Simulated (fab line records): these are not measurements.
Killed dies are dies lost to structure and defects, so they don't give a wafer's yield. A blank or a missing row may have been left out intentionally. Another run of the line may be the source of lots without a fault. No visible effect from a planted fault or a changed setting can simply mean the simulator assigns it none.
Chamber matching + flow nandHarc + NHARC_A_STAIRCASE_DEP_325 on pecvd-04: 3 sister chambers
The step deposits SiO2, target thk 7200 nm. 3 wafers are shown with their chamber, then 8 later ones without.

## WAFERS, EACH WITH ITS CHAMBER
| wafer  | chamber | heaterPowerW (W) |
|--------|---------|------------------|
| L084.4 | 2       | 630              |
| L084.6 | 0       | 644              |
| L091.1 | 1       | 694              |

## WAFERS WITH NO CHAMBER GIVEN
| wafer  | heaterPowerW (W) |
|--------|------------------|
| L091.3 | 675              |
| L091.5 | 638              |
| L092.1 | 759              |
| L092.2 | 697              |
| L092.5 | 566              |
| L093.1 | 783              |
| L093.3 | 734              |
| L093.4 | 635              |

## CHAMBER TAKEN BY EACH
| wafer  | from the rows above          | in truth |
|--------|------------------------------|----------|
| L091.3 | can't be placed: 1 or 0 or 2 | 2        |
| L091.5 | can't be placed: 0 or 2 or 1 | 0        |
| L092.1 | can't be placed: 1 or 0 or 2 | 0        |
| L092.2 | can't be placed: 1 or 0 or 2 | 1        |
| L092.5 | can't be placed: 2 or 0 or 1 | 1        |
| L093.1 | can't be placed: 1 or 0 or 2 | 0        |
| L093.3 | can't be placed: 1 or 0 or 2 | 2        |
| L093.4 | can't be placed: 2 or 0 or 1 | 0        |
Placed correctly: 0 of 8. Can't be placed from these rows: 8 (the true chamber is among the candidates in 8). Wrongly placed: 0.
How it was worked out, from the rows above alone: a wafer's distance from a chamber is the root of the sum, over the readings, of the square of ((its reading less the chamber's mean) divided by the reading's scatter). If the next closest chamber is less than 2 further off than the closest, the wafer can't be placed; otherwise it belongs to the closest. Each chamber's mean is taken over the wafers shown for it. The scatter: with one shown wafer a chamber, the root of the mean of the squares of how far each hidden wafer lies from its nearest shown one.
